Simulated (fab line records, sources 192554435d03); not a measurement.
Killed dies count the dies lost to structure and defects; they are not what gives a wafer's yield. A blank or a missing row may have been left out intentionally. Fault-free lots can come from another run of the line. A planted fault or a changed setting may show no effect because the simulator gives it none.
fab line records ; flow n5_finfet
record: lots: 6; wafers: 16; last_day: 16
route steps=1938 shown HKMG_FIN@409 PASSIVATION@1936
lots untouched by any fault: they come from a run of this same line in which no faults occurred
start_h: start of the lot's first displayed wafer, in hours after the record's first day ; wait_h: time in hours since the lot's previous step ; " repeats the value in the row above ; L1.1+2: several wafers, shown together as one row ; - no value, or no start given ; * or withheld: withheld ; < > ~ a bound
route shown NAME@n: a module of which the file shows steps, and the number in the route of the first ; usual: the fault-free wafers' mean and standard deviation ; same: alike in all rows ; chamber/n: place in a boat ; sites: each site's reading ; _std_site: standard deviation of those values ; _edge_site: the outer-site mean with the inner-site mean subtracted ; radius_mm: how far each site lies from the wafer's centre ; mask NAME#n: copy n ; behind: the last tool/chamber to shape the wafer ; hold: reason for holding the lot/hours on hold/outcome of the hold ; device: names the non-switching transistor (n, p or np) ; end of line: tests run on the same wafers once the route is complete ; a step given without rows: its recipe and nothing more ; killed: the dies lost at the first sort to structure and to defects; this is not the yield of the wafer ; map: the dies of a wafer, with x for killed, . for not killed, _ for no die there
set.NAME: the run value of the setting; set.NAME@STEP: its run value at that earlier step ; model.NAME: the simulator's own value behind a step, which no gauge read
certain route steps with their lots: each step a table, each wafer a row
services: the hour from which a tool's chamber was out of use, counted from the record's first day as start_h (under 0 if before that day), plus the number of hours and why
== steps ==
step: N5_HKMG_FIN_STRIP_60
recipe: chemistry: N2/H2; power_w: 2500; temp_c: 300; h2_frac: 0.65; time_s: 360; pressure_mtorr: withheld; n2_flow_sccm: 1750; h2_flow_sccm: 3250
usual: drypump_motor_current_A: 5.7/0.41; h2_flow_sccm: 3252/8.3; heater_power_w: 500/33
lot.wafer;tool;chamber;start_h;wait_h;drypump_motor_current_A;h2_flow_sccm;heater_power_w;rf_hours_counter_h
L741.2;plasma_asher-01;0;73.77;0.0;5.5;3251;502;46
L741.3;plasma_asher-01;1;73.77;0.0;6.3;3251;539;-
L741.5;plasma_asher-01;0;73.77;0.0;5.5;3246;499;-
L743.2;plasma_asher-02;0;92.71;0.0;5.1;3265;500;80
L743.4;plasma_asher-02;0;92.71;0.0;5.1;3258;515;-
L743.5;plasma_asher-02;1;92.71;0.0;5.8;3246;450;-
L750.3;plasma_asher-02;1;128.54;0.1;5.7;3278;451;-
L750.4;plasma_asher-02;0;128.54;0.1;5.1;3245;500;-
L752.4;plasma_asher-01;0;141.90;0.2;5.4;3249;498;-
L752.6;plasma_asher-01;1;141.90;0.2;6.2;3262;554;-
L758.1;plasma_asher-01;1;175.70;0.0;6.2;3242;533;65
L758.4;plasma_asher-01;1;175.70;0.0;6.2;3251;530;-
L758.6;plasma_asher-01;1;175.70;0.0;6.3;3261;522;-
L760.1;plasma_asher-01;0;185.29;0.0;5.4;3252;501;67
L760.2;plasma_asher-01;1;185.29;0.0;6.3;3252;537;67
L760.4;plasma_asher-01;1;185.29;0.0;6.3;3250;545;-
step: N5_HKMG_FIN_WET_ETCH_77
recipe: chemistry: dHCl; mix: 1:10000; temp_c: 25; target: La2O3; stop_on: HfO2; target_depth_nm: 2
step: N5_HKMG_FIN_WET_ETCH_78
recipe: chemistry: dNH4OH; mix: 1:50; temp_c: 25; target: Al2O3; stop_on: La2O3; target_depth_nm: 4.5; dry: ipa_marangoni; rinse_time_s: 30; rinse_temp_c: 23
step: N5_HKMG_FIN_ALD_79
recipe: material: TiN; target_thk_a: 15; temp_c: 400; ald_precursor_family: TiCl4; ald_co_reactant: NH3; pulse_time_s: 1; purge_time_s: 3; co_reactant_purge_time_s: 2; co_reactant_pulse_time_s: 2; ald_cycles: 68; pressure_torr: 3
usual: ald_cycles: 68/0; heater_power_outer_w: 534/75; heater_power_w: 876/120; precursor_pulse_height_rel: 0.999/0.02; susceptor_temp_C: 399.98/0.23
same: purge_time_s: 3
lot.wafer;tool;chamber;start_h;wait_h;ald_cycles;heater_power_outer_w;heater_power_w;precursor_pulse_height_rel;susceptor_temp_C
L741.2;ald_metal-04;3;74.26;0.0;68;665;986;1.027;399.96
L741.3;ald_metal-04;1;74.26;0.0;68;445;764;1.010;399.89
L741.5;ald_metal-04;0;74.26;0.0;68;585;967;1.003;400.09
L743.2;ald_metal-04;3;93.20;0.0;68;657;977;0.960;399.92
L743.4;ald_metal-04;0;93.20;0.0;68;582;941;0.980;399.56
L743.5;ald_metal-04;3;93.20;0.0;68;655;962;1.000;399.57
L750.3;ald_metal-01;3;128.90;0.0;68;527;768;0.992;399.84
L750.4;ald_metal-01;1;128.90;0.0;68;532;914;0.985;399.84
L752.4;ald_metal-02;3;142.28;0.0;68;454;710;0.969;399.72
L752.6;ald_metal-02;0;142.28;0.0;68;504;791;1.008;399.85
L758.1;ald_metal-01;1;176.20;0.0;68;541;900;1.009;399.61
L758.4;ald_metal-01;0;176.20;0.0;68;595;1122;1.002;399.93
L758.6;ald_metal-01;1;176.20;0.0;68;528;935;1.006;399.83
L760.1;ald_metal-01;1;185.78;0.0;68;537;920;0.997;400.51
L760.2;ald_metal-01;3;185.78;0.0;68;520;771;1.023;399.65
L760.4;ald_metal-01;0;185.78;0.0;68;600;1107;0.989;400.25
step: N5_HKMG_FIN_CVD_62
recipe: material: a-Si; target_thk_a: 30; temp_c: 500; precursor: Si2H6; pressure_torr: 1; time_s: 20.8
usual: heater_power_outer_w: 963/61; heater_power_w: 1464/110; susceptor_temp_C: 500.01/0.27
lot.wafer;tool;chamber;start_h;wait_h;heater_power_outer_w;heater_power_w;susceptor_temp_C
L741.2;thermal_cvd_si-02;1;74.62;0.2;1029;1578;499.95
L741.3;thermal_cvd_si-02;2;74.62;0.2;902;1385;500.51
L741.5;thermal_cvd_si-02;1;74.62;0.2;1034;1599;500.27
L743.2;thermal_cvd_si-02;0;93.56;0.2;1049;1657;500.11
L743.4;thermal_cvd_si-02;0;93.56;0.2;1042;1612;500.19
L743.5;thermal_cvd_si-02;1;93.56;0.2;1026;1609;499.76
L750.3;thermal_cvd_si-01;0;129.27;0.2;956;1408;499.96
L750.4;thermal_cvd_si-01;0;129.27;0.2;970;1412;500.04
L752.4;thermal_cvd_si-01;1;142.69;0.2;923;1390;500.51
L752.6;thermal_cvd_si-01;0;142.69;0.2;960;1416;500.00
L758.1;thermal_cvd_si-01;1;176.56;0.2;943;1416;499.65
L758.4;thermal_cvd_si-01;2;176.56;0.2;857;1386;500.31
L758.6;thermal_cvd_si-01;0;176.56;0.2;962;1399;500.00
L760.1;thermal_cvd_si-01;2;186.14;0.2;872;1322;499.78
L760.2;thermal_cvd_si-01;1;186.14;0.2;940;1382;500.03
L760.4;thermal_cvd_si-01;0;186.14;0.2;972;1406;500.33
step: N5_HKMG_FIN_RTA_80
recipe: temp_c: withheld; time_s: 2; ambient: N2; idle_temp_c: 600; ramp_up_c_per_s: 150; ramp_down_c_per_s: 60; cool_to_c: 600
step: N5_HKMG_FIN_PRECLEAN_64
recipe: chemistry: dHF; time_s: 30; temp_c: 25; dilution: withheld
step: N5_HKMG_FIN_WET_ETCH_65
recipe: chemistry: TMAH; temp_c: 70; conc_wt_pct: 5; target: a-Si; stop_on: TiN; time_s: 49; target_depth_nm: 3
step: N5_HKMG_FIN_WET_ETCH_81
recipe: chemistry: SC1; target: TiN; stop_on: HfO2; mix: 1:1:5; temp_c: 60; time_s: 57; target_depth_nm: 6
step: N5_HKMG_FIN_WET_ETCH_82
recipe: chemistry: dHCl; mix: 1:10000; temp_c: 25; target: La2O3; stop_on: HfO2; target_depth_nm: 2; dry: ipa_marangoni; rinse_time_s: 30; rinse_temp_c: 23
step: N5_HKMG_FIN_ALD_36
recipe: material: TiN; target_thk_a: 10; temp_c: 400; ald_precursor_family: TiCl4; ald_co_reactant: NH3; pulse_time_s: 1; purge_time_s: 3; co_reactant_purge_time_s: 2; co_reactant_pulse_time_s: 2; ald_cycles: 47; pressure_torr: 3
usual: ald_cycles: 47/0; heater_power_outer_w: 517/66; heater_power_w: 853/120; precursor_pulse_height_rel: 0.997/0.018; susceptor_temp_C: 400.03/0.22
same: purge_time_s: 3
lot.wafer;tool;chamber;start_h;wait_h;ald_cycles;heater_power_outer_w;heater_power_w;precursor_pulse_height_rel;susceptor_temp_C
L741.2;ald_metal-01;2;75.11;0.0;47;413;703;0.965;399.92
L741.3;ald_metal-01;1;75.11;0.0;47;539;923;1.006;400.10
L741.5;ald_metal-01;2;75.11;0.0;47;419;691;0.998;400.05
L743.2;ald_metal-02;1;93.97;0.0;47;460;808;1.002;400.00
L743.4;ald_metal-02;0;93.97;0.0;47;500;799;0.969;399.95
L743.5;ald_metal-02;0;93.97;0.0;47;488;793;1.010;400.01
L750.3;ald_metal-04;2;129.73;0.0;47;564;898;1.027;399.88
L750.4;ald_metal-04;0;129.73;0.0;47;570;977;1.002;400.10
L752.4;ald_metal-04;0;143.05;0.0;47;578;962;1.000;399.81
L752.6;ald_metal-04;2;143.05;0.0;47;551;905;0.995;400.19
L758.1;ald_metal-01;2;176.96;0.0;47;411;682;0.971;399.58
L758.4;ald_metal-01;0;176.96;0.0;47;595;1093;0.988;400.09
L758.6;ald_metal-01;3;176.96;0.0;47;521;772;1.013;400.04
L760.1;ald_metal-04;0;186.56;0.0;47;596;973;0.999;400.22
L760.2;ald_metal-04;2;186.56;0.0;47;549;904;0.985;399.95
L760.4;ald_metal-04;1;186.56;0.0;47;441;760;0.961;399.95
step: N5_HKMG_FIN_THK_MEAS_70
recipe: thk_meas_gauge: xrf; reads: HfO2_of_HKMG_FIN_HK_ALD_01
usual: HK_THK: 1.593/0.022
lot.wafer;tool;chamber;start_h;wait_h;HK_THK[nm]
L741.2;film_metro-02;-;75.40;0.2;1.598
L741.3;film_metro-02;-;75.40;0.2;1.598
L741.5;film_metro-02;-;75.40;0.2;1.615
L743.2;film_metro-02;-;94.25;0.2;1.625
L743.4;film_metro-02;-;94.25;0.2;1.576
L743.5;film_metro-02;-;94.25;0.2;1.546
L750.3;film_metro-02;-;130.01;0.2;1.568
L750.4;film_metro-02;-;130.01;0.2;1.597
L752.4;film_metro-02;-;143.33;0.2;1.626
L752.6;film_metro-02;-;143.33;0.2;1.646
L758.1;film_metro-02;-;177.25;0.2;1.562
L758.4;film_metro-02;-;177.25;0.2;1.608
L758.6;film_metro-02;-;177.25;0.2;1.638
L760.1;film_metro-02;-;186.84;0.2;1.632
L760.2;film_metro-02;-;186.84;0.2;1.620
L760.4;film_metro-02;-;186.84;0.2;1.620
step: N5_HKMG_FIN_PWFM_ALD_03
recipe: material: TiN; target_thk_a: 20; temp_c: 400; ald_precursor_family: TiCl4; ald_co_reactant: NH3; pulse_time_s: 1; purge_time_s: 3; co_reactant_purge_time_s: 2; co_reactant_pulse_time_s: 2; ald_cycles: 91; pressure_torr: 3
usual: ald_cycles: 91/0; heater_power_outer_w: 525/71; heater_power_w: 859/110; precursor_pulse_height_rel: 0.999/0.018; susceptor_temp_C: 400.03/0.22
same: purge_time_s: 3
lot.wafer;tool;chamber;start_h;wait_h;ald_cycles;heater_power_outer_w;heater_power_w;precursor_pulse_height_rel;susceptor_temp_C
L741.2;ald_metal-02;3;75.43;0.0;91;432;709;1.015;400.15
L741.3;ald_metal-02;1;75.43;0.0;91;481;801;1.015;399.57
L741.5;ald_metal-02;3;75.43;0.0;91;425;699;1.028;400.20
L743.2;ald_metal-01;0;94.28;0.0;91;583;1065;0.984;399.79
L743.4;ald_metal-01;1;94.28;0.0;91;539;906;0.999;400.27
L743.5;ald_metal-01;2;94.28;0.0;91;413;702;1.007;399.99
L750.3;ald_metal-02;1;130.05;0.0;91;481;800;0.979;400.22
L750.4;ald_metal-02;0;130.05;0.0;79;513;790;0.998;-
L752.4;ald_metal-02;1;143.37;0.0;79;470;822;1.016;-
L752.6;ald_metal-02;0;143.37;0.0;79;509;805;1.001;-
L758.1;ald_metal-04;3;177.28;0.0;91;652;976;1.016;399.83
L758.4;ald_metal-04;0;177.28;0.0;91;591;958;1.007;399.76
L758.6;ald_metal-04;2;177.28;0.0;91;550;919;0.993;399.61
L760.1;ald_metal-01;2;186.88;0.0;91;411;682;0.980;400.02
L760.2;ald_metal-01;1;186.88;0.0;91;534;912;1.020;399.83
L760.4;ald_metal-01;0;186.88;0.0;91;594;1119;0.991;400.11
step: N5_HKMG_FIN_COAT_29
recipe: resist: SOC; temp_c: 250; time_s: 60; spin_rpm: 1500; resist_thk_nm: 300
step: N5_PASSIVATION_PROBE_49
usual: killed_at_M0_to_M3: 32/11; killed_at_M4_up: 12/4.4; killed_at_contacts: 13/6.1; killed_at_front_end: 39/12; killed_at_other: 3.9/3; killed_dies: 100/17; killed_open: 66/12; killed_short: 33/7.4
same: gross_dies: 1180; killed_at_back_side: 0
lot.wafer;tool;chamber;start_h;wait_h;killed_at_M0_to_M3;killed_at_M4_up;killed_at_contacts;killed_at_front_end;killed_at_other;killed_dies;killed_open;killed_short
L743.2;prober-01;-;309.02;0.1;22;16;14;45;2;99;56;36
L743.4;prober-01;-;309.12;0.2;33;6;8;46;2;95;64;30
L743.5;prober-01;-;309.17;0.2;12;17;20;41;1;91;63;27
L750.3;prober-02;-;336.45;0.1;26;11;6;40;5;88;59;25
L750.4;prober-02;-;336.50;0.2;22;13;4;31;0;70;55;15
killed by level:class
L743.2 MOL_CONTACT_COAG:geometric_particle:open=11 DUMMY_GATE:geometric_particle:open=6 GATE_CUT:geometric_particle:short=6 HKMG_FIN:area_etch=6 FIN_SAQP:geometric_particle:short=5 ILD0:geometric_particle:short=5 BEOL_M0_SAQP:geometric_particle:short=5 BEOL_M1:geometric_particle:open=5
L743.4 STI_FIN_REVEAL:geometric_particle:open=17 BEOL_M2:geometric_particle:open=11 BEOL_M1:geometric_particle:open=10 GATE_CUT:geometric_particle:open=6 GATE_CUT:geometric_particle:short=6 STI_FIN_REVEAL:geometric_particle:short=4 MOL_CONTACT_COAG:geometric_particle:short=4 BEOL_M0_SAQP:geometric_particle:short=4
L743.5 MOL_CONTACT_COAG:geometric_particle:open=16 FIN_SAQP:geometric_particle:open=7 DUMMY_GATE:geometric_particle:open=7 FIN_SAQP:geometric_particle:short=6 GATE_CUT:geometric_particle:short=6 BEOL_M4:geometric_particle:open=6 BEOL_M5:geometric_particle:open=5 STI_FIN_REVEAL:geometric_particle:open=4
L750.3 STI_FIN_REVEAL:geometric_particle:open=14 BEOL_M0_SAQP:geometric_particle:open=11 BEOL_M0_SAQP:geometric_particle:short=9 MOL_CONTACT_COAG:geometric_particle:open=5 FIN_SAQP:geometric_particle:open=4 STARTING-WAFER:geometric_particle:open=4 BEOL_M6:geometric_particle:open=4 DUMMY_GATE:geometric_particle:open=3
L750.4 BEOL_M3:geometric_particle:open=8 GATE_CUT:geometric_particle:open=7 FIN_SAQP:geometric_particle:open=5 GATE_CUT:geometric_particle:short=5 MOL_CONTACT_COAG:geometric_particle:open=4 BEOL_M1:geometric_particle:open=4 BEOL_M5:geometric_particle:open=4 DUMMY_GATE:geometric_particle:open=3
== services ==
tool;chamber;start_h;hours;kind
thermal_cvd_si-01;2;61.31;7.5;repair
thermal_cvd_si-01;0;84.62;5.4;repair
thermal_cvd_si-02;0;112.95;7.0;repair
thermal_cvd_si-02;-;114.21;2.8;pm
plasma_asher-01;-;148.73;0.3;repair
plasma_asher-01;-;155.41;2.2;repair
ald_metal-02;2;160.48;11.7;repair
ald_metal-04;1;172.37;5.6;repair
ald_metal-02;-;174.72;14.6;pm
== key ==
first_sign: step: N5_HKMG_FIN_PWFM_ALD_03; reading: ald_cycles; direction: down; sigmas: 99+; usual: *; struck: *
effect none on later readings
met_at N5_HKMG_FIN_PWFM_ALD_03
struck_wafers L750.4,L752.4,L752.6
tester_left_out L750,L752
onset_between 75.43 130.05
fault: kind: process_parameter_drift; tool: ald_metal-02; chamber: -; onset_h: 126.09; steps: N5_HKMG_FIN_PWFM_ALD_03; channel: ald_cycles; offset: *; shape: step; end_h: 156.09; scope: struck_wafers_only; acts_in: *; stated: *
tester_left_out: of these lots the tester's yield and bins aren't shown, on N5 and GAA mostly nor the transistor test; their killed dies are dies lost to structure and defects alone, not to doping, threshold or leakage, so they don't give the yield
